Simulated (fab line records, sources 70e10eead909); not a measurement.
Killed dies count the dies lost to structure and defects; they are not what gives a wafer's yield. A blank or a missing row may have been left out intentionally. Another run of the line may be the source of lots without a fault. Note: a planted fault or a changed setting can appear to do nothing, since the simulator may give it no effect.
The tool behind it: which one? | flow nand_harc | Sampling: 24 lots, 72 wafers, 2 of 1302 route steps

## WHAT EACH GAUGE READ, for each wafer
NHARC_A_CHANNEL_HOLE_D2_CD_MEAS_31. Usual: cd_nm at 89.9 nm, with a standard deviation of 1.
lot  | measured     | on        | cd_nm (nm)     | flag
L074 | day 13 17:05 | cd_sem-01 | 91.1 89.9 90.4 |
L076 | day 14 00:01 | cd_sem-02 | 89.3 88.3 90.1 |
L075 | day 14 00:03 | cd_sem-03 | 91.9 91.8 91.8 |
L077 | day 14 21:12 | cd_sem-02 | 89.2 89.5 89.8 |
L078 | day 15 08:31 | cd_sem-01 | 87.9 89.4 88.8 |
L079 | day 15 18:32 | cd_sem-03 | 89.4 90.4 90.6 |
L080 | day 15 20:34 | cd_sem-02 | 88.9 89.0 88.3 |
L081 | day 16 08:27 | cd_sem-01 | 90.1 88.8 89.1 |
L082 | day 16 15:46 | cd_sem-02 | 91.9 90.5 89.5 |
L084 | day 17 17:05 | cd_sem-02 | 88.5 90.6 90.5 |
L083 | day 17 19:58 | cd_sem-02 | 90.5 90.0 91.0 |
L085 | day 17 21:35 | cd_sem-03 | 90.9 91.1 90.3 |
L086 | day 18 05:05 | cd_sem-02 | 89.8 90.4 89.9 |
L087 | day 18 22:23 | cd_sem-01 | 89.0 88.4 89.1 |
L089 | day 19 10:23 | cd_sem-02 | 90.8 91.5 91.5 |
L088 | day 19 20:19 | cd_sem-02 | 90.2 91.4 89.5 |
L090 | day 20 07:03 | cd_sem-02 | 89.7 90.4 90.3 |
L092 | day 20 17:14 | cd_sem-02 | 88.5 88.1 88.5 |
L091 | day 20 19:11 | cd_sem-03 | 90.9 89.5 88.8 |
L093 | day 21 09:28 | cd_sem-02 | 88.9 89.7 89.9 |
L094 | day 21 14:48 | cd_sem-03 | 89.2 89.8 91.8 |
L095 | day 22 00:16 | cd_sem-01 | 89.9 89.0 89.1 |
L096 | day 22 16:32 | cd_sem-01 | 89.5 89.7 90.8 |
L097 | day 23 00:59 | cd_sem-02 | 90.6 89.0 90.0 |

## TOOL THAT RAN EACH LOT (tool first, then ch and the chambers of the sampled wafers, then the start)
lot  | NHARC_A_CHANNEL_HOLE_D2_ETCH_44
L074 | rie_diel-01 ch 1,3, day 13 16:10
L076 | rie_diel-09 ch 0,1,2, day 13 23:14
L075 | rie_diel-02 ch 0,1,3, day 13 23:17
L077 | rie_diel-01 ch 1,2,3, day 14 20:25
L078 | rie_diel-01 ch 0,1,3, day 15 07:43
L079 | rie_diel-02 ch 0,1,2, day 15 17:44
L080 | rie_diel-01 ch 1,2,3, day 15 19:46
L081 | rie_diel-01 ch 0,2,3, day 16 07:41
L082 | rie_diel-01 ch 0,1,2, day 16 14:58
L084 | rie_diel-09 ch 1,2,3, day 17 16:17
L083 | rie_diel-09 ch 0,1,3, day 17 19:10
L085 | rie_diel-02 ch 0,2, day 17 20:47
L086 | rie_diel-01 ch 1,2, day 18 04:17
L087 | rie_diel-01 ch 1,2,3, day 18 21:35
L089 | rie_diel-01 ch 0,1, day 19 09:35
L088 | rie_diel-09 ch 0,1, day 19 19:01
L090 | rie_diel-01 ch 0,1,2, day 20 06:16
L092 | rie_diel-01 ch 0,1,3, day 20 16:26
L091 | rie_diel-09 ch 0,1,3, day 20 18:23
L093 | rie_diel-09 ch 0,1,3, day 21 08:40
L094 | rie_diel-01 ch 0,1,2, day 21 13:55
L095 | rie_diel-01 ch 0,1,2, day 21 23:21
L096 | rie_diel-02 ch 0,2,3, day 22 15:45
L097 | rie_diel-01 ch 0,1,2, day 23 00:13
- NHARC_A_CHANNEL_HOLE_D2_ETCH_44: etches the open film in CF4/O2, target depth 140 nm, overetch 14 nm, time 77 s.

## AS READ BY THE TOOLS THEMSELVES (means over the sampled wafers that have a number; for cases with no such wafer, the mark the record gives instead)
NHARC_A_CHANNEL_HOLE_D2_ETCH_44. Usual: bias_w 100.0 W, standard deviation 0.3; drypump_motor_current_A 5.5 A, standard deviation 0.41; oes_product_au 0.999 a.u., standard deviation 0.0079; rf_vpp_V 197.3 V, standard deviation 1.3; showerhead_plenum_p_Torr 1.31 Torr, standard deviation 0.052; throttle_valve_pct 13.398 %, standard deviation 0.0094.
lot  | tool        | bias_w (W) | drypump_motor_current_A (A) | oes_product_au (a.u.) | rf_vpp_V (V) | showerhead_plenum_p_Torr (Torr) | throttle_valve_pct (%) | flag
L074 | rie_diel-01 | 99.8       | 5.4                         | 0.994                 | 196.9        | 1.30                            | 13.400                 |
L076 | rie_diel-09 | 99.6       | 5.9                         | 1.011                 | 197.8        | 1.34                            | 13.404                 |
L075 | rie_diel-02 | 100.0      | 5.1                         | 1.003                 | 198.1        | 1.33                            | 13.394                 |
L077 | rie_diel-01 | 100.1      | 5.5                         | 0.989                 | 197.4        | 1.30                            | 13.401                 |
L078 | rie_diel-01 | 99.9       | 5.3                         | 0.998                 | 196.2        | 1.29                            | 13.397                 |
L079 | rie_diel-02 | 99.8       | 5.5                         | 1.006                 | 199.1        | 1.38                            | 13.396                 |
L080 | rie_diel-01 | 100.0      | 5.5                         | 0.991                 | 196.5        | 1.30                            | 13.401                 |
L081 | rie_diel-01 | 99.9       | 5.4                         | 0.993                 | 197.0        | 1.28                            | 13.400                 |
L082 | rie_diel-01 | 99.9       | 5.4                         | 0.997                 | 196.1        | 1.29                            | 13.395                 |
L084 | rie_diel-09 | 99.9       | 5.8                         | 1.006                 | 197.4        | 1.32                            | 13.398                 |
L083 | rie_diel-09 | 100.0      | 6.2                         | 0.998                 | 197.8        | 1.37                            | 13.400                 |
L085 | rie_diel-02 | 100.0      | 5.9                         | 0.995                 | 198.6        | 1.37                            | 13.380                 |
L086 | rie_diel-01 | 100.1      | 5.5                         | 0.995                 | 197.1        | 1.30                            | 13.401                 |
L087 | rie_diel-01 | 100.1      | 5.5                         | 0.995                 | 197.1        | 1.30                            | 13.395                 |
L089 | rie_diel-01 | 100.0      | 5.2                         | 0.990                 | 197.4        | 1.28                            | 13.401                 |
L088 | rie_diel-09 | 100.2      | 6.2                         | 0.997                 | 199.0        | 1.39                            | 13.412                 |
L090 | rie_diel-01 | 99.9       | 5.4                         | 1.003                 | 197.2        | 1.29                            | 13.402                 |
L092 | rie_diel-01 | 99.9       | 5.3                         | 0.993                 | 196.0        | 1.29                            | 13.394                 |
L091 | rie_diel-09 | 100.3      | 6.1                         | 1.000                 | 198.3        | 1.37                            | 13.398                 |
L093 | rie_diel-09 | 99.8       | 6.2                         | 1.011                 | 198.9        | 1.37                            | 13.390                 |
L094 | rie_diel-01 | 100.0      | 5.4                         | 0.993                 | 197.2        | 1.29                            | 13.399                 |
L095 | rie_diel-01 | 100.0      | 5.4                         | 0.997                 | 196.3        | 1.29                            | 13.391                 |
L096 | rie_diel-02 | 100.0      | 5.6                         | 1.003                 | 197.2        | 1.32                            | 13.396                 |
L097 | rie_diel-01 | 100.0      | 5.4                         | 1.003                 | 196.6        | 1.29                            | 13.400                 |

## THE ANSWER, worked out from the rows above alone
Rule: lot off if the mean of its wafers having a number is beyond 3 standard deviations from the usual mean. Also off: a lot with no number at a reading for which 4 or more lots have one. Any other lot the step has rows for is counted as sound. After the gauges, taken in route order, come the tools' own readings; for these a lot's mean is taken, as printed above. The first step at which some lot is off is used, and at that step the reading that is off furthest; a lot without a number counts as furthest.
Nothing can be told from this: no lot is off at any reading shown.

## WHAT HAD BEEN PUT IN BY THE SIMULATOR
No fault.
